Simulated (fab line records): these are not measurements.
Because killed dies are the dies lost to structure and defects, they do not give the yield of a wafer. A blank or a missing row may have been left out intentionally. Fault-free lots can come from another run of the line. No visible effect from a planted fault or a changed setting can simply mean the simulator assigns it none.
Lot-split experiment | flow n5Finfet | 7 lots, 21 wafers read, on a route of 1938 steps

== THE SPLIT ==
At N5_MOL_CONTACT_COAG_VIA_ETCH_46 (etches SiO2 in C4F6/O2, target depth 46 nm, overetch 9.2 nm, time 40 s), the setting biasW was moved away from the recipe's 455 W on 6 of the 21 wafers read, by -16.5% to +15.4%. The other wafers ran this setting at the recipe's value.

The split's own step is where the reading is taken.

== THE READING ==
rfVppV, in V, at N5_MOL_CONTACT_COAG_VIA_ETCH_46 (etches SiO2 in C4F6/O2, target depth 46 nm, overetch 9.2 nm, time 40 s). On this fab line, fault-free wafers typically give 1581 V with a standard deviation of 15 V.

wafer  | tool, chamber at the split | biasW as run, W | against the recipe | rfVppV, V | against lot-mates on the recipe
L076.1 | rieDiel-03, 1              | 455             | recipe             | 1587      | -
L076.3 | rieDiel-03, 3              | 455             | recipe             | 1571      | -
L076.6 | rieDiel-03, 3              | 525.1           | +15.4%             | 1749      | +170
L078.2 | rieDiel-02, 3              | 455             | recipe             | 1599      | -
L078.3 | rieDiel-02, 1              | 455             | recipe             | 1579      | -
L078.6 | rieDiel-02, 0              | 455             | recipe             | 1581      | -
L080.1 | rieDiel-02, 2              | 455             | recipe             | 1573      | -
L080.5 | rieDiel-02, 1              | 434.2           | -4.6%              | 1525      | -48
L080.6 | rieDiel-02, 2              | 434.2           | -4.6%              | 1518      | -55
L086.1 | rieDiel-02, 0              | 455             | recipe             | 1581      | -
L086.4 | rieDiel-02, 2              | 380             | -16.5%             | 1373      | -207
L086.6 | rieDiel-02, 1              | 455             | recipe             | 1579      | -
L085.1 | rieDiel-02, 1              | 481.9           | +5.9%              | 1648      | +67
L085.2 | rieDiel-02, 2              | 481.9           | +5.9%              | 1641      | +60
L085.4 | rieDiel-02, 0              | 455             | recipe             | 1581      | -
L093.2 | rieDiel-02, 3              | 455             | recipe             | 1599      | -
L093.5 | rieDiel-02, 0              | 455             | recipe             | 1579      | -
L093.6 | rieDiel-02, 3              | 455             | recipe             | 1598      | -
L094.1 | rieDiel-01, 1              | 455             | recipe             | 1564      | -
L094.4 | rieDiel-01, 0              | 455             | recipe             | 1567      | -
L094.6 | rieDiel-01, 3              | 455             | recipe             | 1598      | -

THE FIT
A straight line over all 21 wafers: rfVppV changes by +11.8 V for each +1% of biasW; r = +0.99; the points scatter about the line by 11 V.
The same after taking each lot's own level away (the mean of its wafers on the recipe; 21 wafers): +11.7 V for each +1%; r = +0.99; scatter 9.5 V.
On that fit, the largest move of biasW shifts the reading by 1.9e+02 V.
Across the lots, their own levels run from 1573.0 to 1592.0 V, a range of 1.3 times the standard deviation given above.
The two slopes are in agreement: the lot-to-lot level therefore moves the slope only a little.
Check: for one of the wafers moved furthest among these (-16.5%), held out of the fit, the line's prediction against its lot-mates is -182 V. It came out at -207 V against them.
Tool readings at the split's step, against how far the setting was moved: rfVppV r = +0.99.

== ADDITIONAL SPLITS CARRIED BY THESE WAFERS ==
Note: prior to the reading, these wafers also went through further splits. Each is held against what the fit with the lots' levels taken away leaves over:
other split on the same wafers         | wafers away from the commonest value | r with rfVppV (lot level and that fit taken away)
N5_GATE_CUT_DESCUM_18 timeS            | 6                                    | -0.38
N5_MOL_CONTACT_COAG_ETCHBACK_135 timeS | 8                                    | -0.03

== FILE'S OWN FIT ==
rfVppV changes by +11.7 V for each +1% of biasW, r = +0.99.
